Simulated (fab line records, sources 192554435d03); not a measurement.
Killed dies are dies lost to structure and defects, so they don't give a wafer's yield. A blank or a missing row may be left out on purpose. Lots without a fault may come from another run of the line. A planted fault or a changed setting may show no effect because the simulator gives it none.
fab line records | flow n5_finfet | part 2 of 2: steps 23 to 28 of 28
record lots=5 wafers=15 last_day=20
route steps=1938 shown FIN_SAQP@102
lots that met no fault: from a run of the same line without faults
start_h: hours from the record's first day to the start of the lot's first wafer shown | wait_h: hours since the lot's step before | " the same as in the row above | L1.1+2: a row that stands for several wafers | - no value, or no start given | * or withheld: withheld | < > ~ a bound
route shown NAME@n: a module of which the file shows steps, and the number in the route of the first | usual: mean/standard deviation of fault-free wafers | same: alike in all rows | chamber/n: place in a boat | sites: the reading at each site | _std_site: their standard deviation | _edge_site: outer sites' mean less inner sites' | radius_mm: how far each site lies from the wafer's centre | mask NAME#n: copy n | behind: the tool/chamber that last shaped the wafer | hold: why the lot was held/for how many hours/how that ended | device: the transistor (n, p or np) that didn't switch | end of line: the same wafers' tests at the end of the route | a step without rows: its recipe alone | killed: dies lost to structure and defects at the first sort, not the wafer's yield | map: a wafer's dies, x killed, . not, _ none there
set.NAME: the setting as run; set.NAME@STEP: as run at that earlier step | model.NAME: the simulator's own value behind a step, which no gauge read
lots at some steps of the route; a table a step, a row a wafer
services: from which hour (start_h, from the record's first day; less than 0 if before it) a tool's chamber was out of use, for how many hours, and why
## steps
# step N5_FIN_SAQP_RECESS_75
# recipe chemistry=HF/NH3 target=SiO2 target_depth_a=144 afs_cycles=3 temp_c=30 sublimation_temp_c=180 sublimation_time_s=60
# usual drypump_motor_current_A=5.6/0.34
# columns lot.wafer tool chamber start_h wait_h drypump_motor_current_A
L084.2 vapor_etch-02 1 83.12 0.0 5.1
L084.3 " 0 " " 5.6
L084.5 " 0 " " 5.6
L087.3 vapor_etch-02 0 101.51 0.1 5.6
L087.5 " 1 " " 5.1
L087.6 " 0 " " 5.5
L088.3 vapor_etch-01 0 106.72 0.1 6.0
L088.4 " 1 " " 5.9
L088.5 " 1 " " 5.9
L096.1 vapor_etch-01 0 155.18 0.0 5.9
L096.5 " 0 " " 5.9
L096.6 " 1 " " 5.9
L097.2 vapor_etch-02 1 160.63 0.0 5.1
L097.3 " 0 " " 5.6
L097.5 " 0 " " 5.6
# step N5_FIN_SAQP_SPACER1_ALD_24
# recipe material=SiO2 target_thk_a=203 temp_c=300 ald_precursor_family=BDEAS ald_co_reactant=O2-plasma pulse_time_s=1 purge_time_s=2 co_reactant_purge_time_s=2 ald_cycles=218 pressure_torr=2
# usual heater_power_outer_w=277/38 heater_power_w=496/55 precursor_pulse_height_rel=1.003/0.02
# columns lot.wafer tool chamber start_h wait_h heater_power_outer_w heater_power_w precursor_pulse_height_rel
L084.2 ald_sin-04 0 83.51 0.3 276 512 0.975
L084.3 " 1 " " 347 594 1.009
L084.5 " 2 " " 249 470 1.022
L087.3 ald_sin-02 0 101.77 0.1 222 404 1.037
L087.5 " 2 " " 224 426 1.015
L087.6 " 1 " " 274 512 0.999
L088.3 ald_sin-04 0 107.01 0.2 284 515 1.041
L088.4 " 3 " " 346 568 1.022
L088.5 " 0 " " 272 515 1.017
L096.1 ald_sin-04 1 156.51 1.2 332 585 1.005
L096.5 " 2 " " 247 472 1.039
L096.6 " 1 " " 336 588 1.003
L097.2 ald_sin-02 0 161.04 0.3 223 401 0.999
L097.3 " 1 " " 278 518 0.999
L097.5 " 1 " " 274 518 1.011
# step N5_FIN_SAQP_SPACER1_ETCHBACK_25
# recipe chemistry=CHF3/O2 mode=anisotropic_etchback target=SiO2 target_depth_a=244 time_s=12.2 pressure_mtorr=30 source_w=650 bias_w=170 Ar_flow_sccm=200 CHF3_flow_sccm=50 O2_flow_sccm=5 ion_energy_ev=200
# usual drypump_motor_current_A=5.6/0.4 oes_product_au=0.76/0.059 rf_vpp_V=525/13 showerhead_plenum_p_Torr=2.40/0.085 throttle_valve_pct=18.93/0.24
# columns lot.wafer tool chamber start_h wait_h drypump_motor_current_A oes_product_au rf_hours_counter_h rf_vpp_V showerhead_plenum_p_Torr throttle_valve_pct
L084.2 rie_diel-04 2 84.22 0.4 5.6 0.99 1 524 2.49 19.09
L084.3 " 0 " " 5.8 0.80 101 551 2.42 18.43
L084.5 " 0 " " 5.8 0.81 - 552 2.42 18.42
L087.3 rie_diel-05 0 102.49 0.4 5.1 0.76 161 523 2.31 18.71
L087.5 " 3 " " 5.5 0.69 - 519 2.32 18.87
L087.6 " 2 " " 5.3 0.70 - 529 2.51 19.01
L088.3 rie_diel-05 0 107.72 0.4 5.1 0.77 162 523 2.31 18.72
L088.4 " 2 " " 5.3 0.72 192 528 2.51 19.03
L088.5 " 2 " " 5.3 0.72 - 529 2.51 19.01
L096.1 rie_diel-01 2 157.37 0.5 5.1 0.72 198 517 2.41 19.12
L096.5 " 0 " " 6.2 0.69 - 516 2.49 19.14
L096.6 " 3 " " 5.0 0.78 - 530 2.32 18.94
L097.2 rie_diel-05 2 161.87 0.5 5.3 0.69 213 529 2.50 19.06
L097.3 " 1 " " 6.2 0.79 129 525 2.40 19.14
L097.5 " 0 " " 5.2 0.75 - 523 2.30 18.75
# step N5_FIN_SAQP_MANDREL1_REMOVE_56
# recipe chemistry=HBr/Cl2/O2 bt_time_s=10 target=a-Si stop_on=SiNx endpoint=OES-SiCl over_etch_frac=1 icp_w=600 bias_w=22 HBr_flow_sccm=150 Cl2_flow_sccm=80 O2_flow_sccm=5 pressure_mtorr=10
# usual drypump_motor_current_A=5.7/0.46 he_backside_leak_sccm=2.8/0.47 mfc_cl2_sccm=80.03/0.22 oes_product_au=1.001/0.023 throttle_valve_pct=36.6/0.44
# same over_etch_frac=1
# columns lot.wafer tool chamber start_h wait_h drypump_motor_current_A he_backside_leak_sccm mfc_cl2_sccm oes_product_au rf_hours_counter_h throttle_valve_pct
L084.2 rie_si-01 0 84.31 0.1 6.0 3.6 80.35 1.011 188 37.0
L084.3 " 1 " " 5.0 2.3 79.86 1.011 58 36.5
L084.5 " 3 " " 5.4 2.6 80.42 0.985 - 37.1
L087.3 rie_si-02 2 102.58 0.1 5.8 3.1 79.95 1.039 127 37.0
L087.5 " 1 " " 5.7 2.9 80.22 0.982 - 36.1
L087.6 " 0 " " 5.6 2.9 80.23 1.019 - 36.0
L088.3 rie_si-02 1 107.81 0.1 5.7 2.6 79.96 0.986 63 36.1
L088.4 " 2 " " 5.8 2.7 79.87 1.041 127 37.0
L088.5 " 0 " " 5.5 2.9 79.89 1.014 - 36.0
L096.1 rie_si-01 1 157.46 0.1 5.0 2.4 80.26 1.020 60 36.5
L096.5 " 2 " " 4.9 3.2 80.11 0.974 - 36.5
L096.6 " 1 " " 5.0 2.4 80.16 1.042 - 36.5
L097.2 rie_si-02 3 161.96 0.1 6.5 2.3 80.15 0.986 4 36.8
L097.3 " 2 " " 5.8 2.7 80.20 1.022 128 37.0
L097.5 " 3 " " 6.5 2.3 79.80 0.986 - 36.8
# step N5_FIN_SAQP_CD_MEAS_27
# recipe target_cd_nm=20 landing_energy_ev=1000 detector=se_inlens polarity=line
# usual cd_nm=20.32/0.26
# columns lot.wafer tool chamber start_h wait_h cd_nm
L084.2 cd_sem-01 0 84.43 0.1 20.16
L084.3 " 0 " " 20.18
L084.5 " 0 " " 20.34
L087.3 cd_sem-01 0 102.70 0.1 20.90
L087.5 " 0 " " 20.08
L087.6 " 0 " " 20.88
L088.3 cd_sem-02 0 107.93 0.1 20.01
L088.4 " 0 " " 20.14
L088.5 " 0 " " 20.25
L096.1 cd_sem-01 0 157.57 0.1 20.01
L096.5 " 0 " " 20.04
L096.6 " 0 " " 20.27
L097.2 cd_sem-03 0 162.07 0.1 20.40
L097.3 " 0 " " 20.54
L097.5 " 0 " " 20.44
# step N5_FIN_SAQP_ETCH_57
# recipe chemistry=CH3F/O2 target=SiNx mask_material=SiO2 target_depth_a=325 time_s=46.4 pressure_mtorr=30 source_w=395 bias_w=73 Ar_flow_sccm=150 CH3F_flow_sccm=30 O2_flow_sccm=20 ion_energy_ev=120 ends=cleared
# usual drypump_motor_current_A=5.6/0.42 etch_rf_on_time_s=46.1/1 oes_product_au=0.66/0.049 rf_vpp_V=299/7.8 showerhead_plenum_p_Torr=2.00/0.075 throttle_valve_pct=16.37/0.21
# columns lot.wafer tool chamber start_h wait_h drypump_motor_current_A etch_rf_on_time_s oes_product_au rf_hours_counter_h rf_vpp_V showerhead_plenum_p_Torr throttle_valve_pct
L084.2 rie_diel-01 0 84.47 0.0 6.3 45.7 0.61 202 292 2.08 16.55
L084.3 " 2 " " 5.1 45.7 0.63 174 295 2.00 16.51
L084.5 " 3 " " 5.0 47.2 0.68 - 301 1.92 16.32
L087.3 rie_diel-01 1 102.80 0.1 5.8 45.2 0.72 85 315 2.13 16.18
L087.5 " 2 " " 5.1 46.3 0.62 - 293 2.00 16.51
L087.6 " 3 " " 5.0 47.3 0.68 - 301 1.92 16.34
L088.3 rie_diel-01 0 107.97 0.0 6.3 45.9 0.60 211 292 2.07 16.57
L088.4 " 2 " " 5.2 47.3 0.63 184 293 2.00 16.53
L088.5 " 1 " " 5.9 46.4 0.71 - 315 2.13 16.17
L096.1 rie_diel-05 3 157.72 0.1 5.5 46.8 0.58 224 295 1.91 16.38
L096.5 " 1 " " 6.2 45.7 0.68 - 299 2.00 16.57
L096.6 " 0 " " 5.1 47.3 0.63 - 297 1.91 16.21
L097.2 rie_diel-01 3 162.12 0.0 5.0 46.5 0.67 130 302 1.92 16.38
L097.3 " 2 " " 5.2 45.9 0.61 200 294 1.99 16.55
L097.5 " 1 " " 5.8 46.3 0.69 - 315 2.12 16.19
## services
# columns tool chamber start_h hours kind
ald_sin-04 3 59.00 11.1 repair
vapor_etch-01 1 63.01 2.8 repair
arfi_scanner-01 - 67.83 1.3 pm
pecvd-01 - 67.91 6.0 pm
ald_sin-02 0 73.26 3.7 repair
rie_si-06 - 74.70 2.8 pm
ald_sin-02 - 74.93 0.8 pm
pecvd-04 - 76.05 15.3 repair
arfi_scanner-03 - 77.10 4.9 pm
ald_sin-04 - 85.32 14.0 pm
arfi_scanner-01 - 86.24 0.3 repair
arfi_scanner-03 - 94.85 1.3 pm
rie_si-01 - 98.96 0.4 repair
ald_sin-04 2 102.73 16.2 repair
arfi_scanner-01 - 116.87 1.0 pm
arfi_scanner-03 - 124.77 0.8 pm
rie_si-06 1 124.86 13.7 repair
pecvd-03 0 133.11 3.9 repair
arfi_scanner-03 - 135.97 1.0 pm
ald_sin-02 0 137.06 5.4 repair
pecvd-04 - 137.39 14.6 pm
rie_si-02 - 140.24 21.3 repair
ald_sin-02 3 141.38 19.9 repair
arfi_scanner-01 - 153.05 1.0 pm
